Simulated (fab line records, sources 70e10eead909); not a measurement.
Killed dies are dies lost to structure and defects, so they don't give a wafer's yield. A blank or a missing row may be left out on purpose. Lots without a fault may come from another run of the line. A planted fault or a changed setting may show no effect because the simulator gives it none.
fab line records | flow nand_harc
record lots=6 wafers=17 last_day=33
route steps=1302 shown P_START@1 P_ZERO_WELL@2 END@1302
lots that met no fault: from a run of the same line without faults
start_h: hours from the record's first day to the start of the lot's first wafer shown | wait_h: hours since the lot's step before | " the same as in the row above | L1.1+2: a row that stands for several wafers | - no value, or no start given | * or withheld: withheld | < > ~ a bound
route shown NAME@n: a module of which the file shows steps, and the number in the route of the first | usual: mean/standard deviation of fault-free wafers | same: alike in all rows | chamber/n: place in a boat | sites: the reading at each site | _std_site: their standard deviation | _edge_site: outer sites' mean less inner sites' | radius_mm: how far each site lies from the wafer's centre | mask NAME#n: copy n | behind: the tool/chamber that last shaped the wafer | hold: why the lot was held/for how many hours/how that ended | device: the transistor (n, p or np) that didn't switch | end of line: the same wafers' tests at the end of the route | a step without rows: its recipe alone | killed: dies lost to structure and defects at the first sort, not the wafer's yield | map: a wafer's dies, x killed, . not, _ none there
set.NAME: the setting as run; set.NAME@STEP: as run at that earlier step | model.NAME: the simulator's own value behind a step, which no gauge read
lots at some steps of the route; a table a step, a row a wafer
services: from which hour (start_h, from the record's first day; less than 0 if before it) a tool's chamber was out of use, for how many hours, and why
## steps
# step NHARC_P_START_INSPECT_01
# usual raw_defect_count=3.8/2
# columns lot.wafer tool chamber start_h wait_h raw_defect_count
L713.2 defect_inspect-01 - 60.04 - 5
L713.4 " - " " 2
L713.6 " - " " 6
L716.4 defect_inspect-01 - 90.04 - 3
L716.6 " - " " 1
L724.1 defect_inspect-02 - 170.04 - 3
L724.2 " - " " 5
L724.6 " - " " 4
L725.2 defect_inspect-01 - 180.04 - 5
L725.4 " - " " 3
L725.5 " - " " 6
L729.2 defect_inspect-02 - 220.04 - 2
L729.3 " - " " 4
L729.6 " - " " 6
L730.1 defect_inspect-02 - 230.04 - 3
L730.3 " - " " 8
L730.4 " - " " 4
# step NHARC_P_ZERO_WELL_PRECLEAN_00
# recipe time_s=600 temp_c=120 chemistry=SPM
# step NHARC_P_ZERO_WELL_SRD_01
# step NHARC_P_ZERO_WELL_PECVD_02
# recipe target_thk_a=100 temp_c=400 pressure_torr=6.5 rf_w=withheld teos_flow_sccm=withheld flow_sccm=2650 target_thk_nm=10 gas=O2 material=SiO2
# step NHARC_P_ZERO_WELL_DEHYDRATE_03
# recipe temp_c=150 time_s=120
# step NHARC_P_ZERO_WELL_HMDS_04
# recipe time_s=30
# step NHARC_P_ZERO_WELL_COAT_64
# recipe temp_c=200 time_s=65
# step NHARC_P_ZERO_WELL_COAT_05
# recipe spin_rpm=2000 resist_thk_nm=600
# step NHARC_P_ZERO_WELL_SOFTBAKE_06
# recipe temp_c=125 time_s=70
# step NHARC_P_ZERO_WELL_EBR_07
# step NHARC_P_ZERO_WELL_EXPOSE_08
# recipe na=0.55 target_cd_nm=500 dose_mj=33.8 mask_id=P_ZERO
# step NHARC_P_ZERO_WELL_PEB_09
# recipe peb_temp_c=128 peb_time_s=80
# columns lot.wafer tool chamber start_h wait_h
L713.2+4+6 litho_track-03 0 61.04 0.1
L716.4+6 litho_track-03 0 91.22 0.0
L724.1+2+6 litho_track-03 0 171.15 0.1
L725.2+4+5 litho_track-03 0 181.03 0.1
L729.2+3+6 litho_track-02 0 221.03 0.1
L730.1+3+4 litho_track-03 0 231.04 0.1
# step NHARC_P_ZERO_WELL_DEVELOP_10
# recipe time_s=50 dev_temp_c=22
# step NHARC_P_ZERO_WELL_CD_MEAS_11
# recipe target_cd_nm=500 landing_energy_ev=500
# usual cd_nm=499.2/2
# columns lot.wafer tool chamber start_h wait_h cd_nm
L713.2 cd_sem-01 0 61.13 - 495.6
L713.4 " 0 " " 510.6
L713.6 " 0 " " 506.6
L716.4 cd_sem-01 0 91.31 - 507.4
L716.6 " 0 " " 510.1
L724.1 cd_sem-01 0 171.24 - 498.1
L724.2 " 0 " " 497.6
L724.6 " 0 " " 498.7
L725.2 cd_sem-03 0 181.11 - 498.9
L725.4 " 0 " " 502.1
L725.5 " 0 " " 498.5
L729.2 cd_sem-03 0 221.12 - 495.4
L729.3 " 0 " " 497.4
L729.6 " 0 " " 495.3
L730.1 cd_sem-03 0 231.13 - 504.6
L730.3 " 0 " " 501.0
L730.4 " 0 " " 500.2
# step NHARC_P_ZERO_WELL_HARDBAKE_12
# recipe temp_c=118 time_s=65
# step NHARC_END_SORT_01
# recipe temp_c=25
# usual killed_at_array=62/15 killed_at_other=0.8/1 killed_at_periphery=3.7/2.6 killed_dies=66/15 killed_open=3.1/1.8 killed_short=2.6/1.7
# same gross_dies=677
# columns lot.wafer tool chamber start_h wait_h killed_at_array killed_at_other killed_at_periphery killed_dies killed_open killed_short
L724.1 prober-01 0 713.84 2.5 54 3 3 60 3 2
L724.2 prober-01 0 714.64 2.8 46 0 0 46 2 3
L724.6 prober-01 0 717.83 4.0 52 2 3 57 6 4
# killed by level:class
L724.1 A_CHANNEL_HOLE_D1:chamber_film_flake=31 A_STAIRCASE:chamber_film_flake=7 A_SLIT:chamber_film_flake=4 A_CONTACT:chamber_film_flake=3 A_BLC:chamber_film_flake=3 THIN_TSV:chamber_film_flake=3 P_M0:geometric_particle:open=1 A_ONON_D1:geometric_particle:short=1
L724.2 A_CHANNEL_HOLE_D1:chamber_film_flake=23 A_SLIT:chamber_film_flake=4 A_STAIRCASE:chamber_film_flake=4 A_CONTACT:chamber_film_flake=3 A_BLC:chamber_film_flake=3 A_CHANNEL_FILL_D2:chamber_film_flake=2 A_CHANNEL_FILL_D1:geometric_particle:open=1 A_CHANNEL_HOLE_D2:geometric_particle:short=1
L724.6 A_CHANNEL_HOLE_D1:chamber_film_flake=32 A_CONTACT:chamber_film_flake=3 A_CHANNEL_FILL_D2:geometric_particle:short=2 A_BLC:geometric_particle:open=2 P_GATE:chamber_film_flake=2 A_ZERO_WELL:chamber_film_flake=2 A_STAIRCASE:chamber_film_flake=2 A_SLIT:chamber_film_flake=2
## services
# columns tool chamber start_h hours kind
litho_track-02 - 52.00 7.0 pm
litho_track-03 - 100.00 7.0 pm
litho_track-02 - 227.00 7.0 pm
## key
first_sign step=NHARC_P_ZERO_WELL_CD_MEAS_11 reading=cd_nm direction=up sigmas=4.7 usual=499.2 struck=508.7
effect none on later readings
met_at NHARC_P_ZERO_WELL_PEB_09
struck_wafers L713.4,L713.6,L716.4,L716.6
tester_left_out L713,L716
fault kind=process_parameter_drift tool=litho_track-03 chamber=- onset_h=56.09 steps=NHARC_P_ZERO_WELL_PEB_09 channel=peb_time_s offset=* shape=step end_h=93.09 scope=struck_wafers_only acts_in=* stated=*
# tester_left_out: of these lots the tester's yield and bins aren't shown, on N5 and GAA mostly nor the transistor test; their killed dies are dies lost to structure and defects alone, not to doping, threshold or leakage, so they don't give the yield
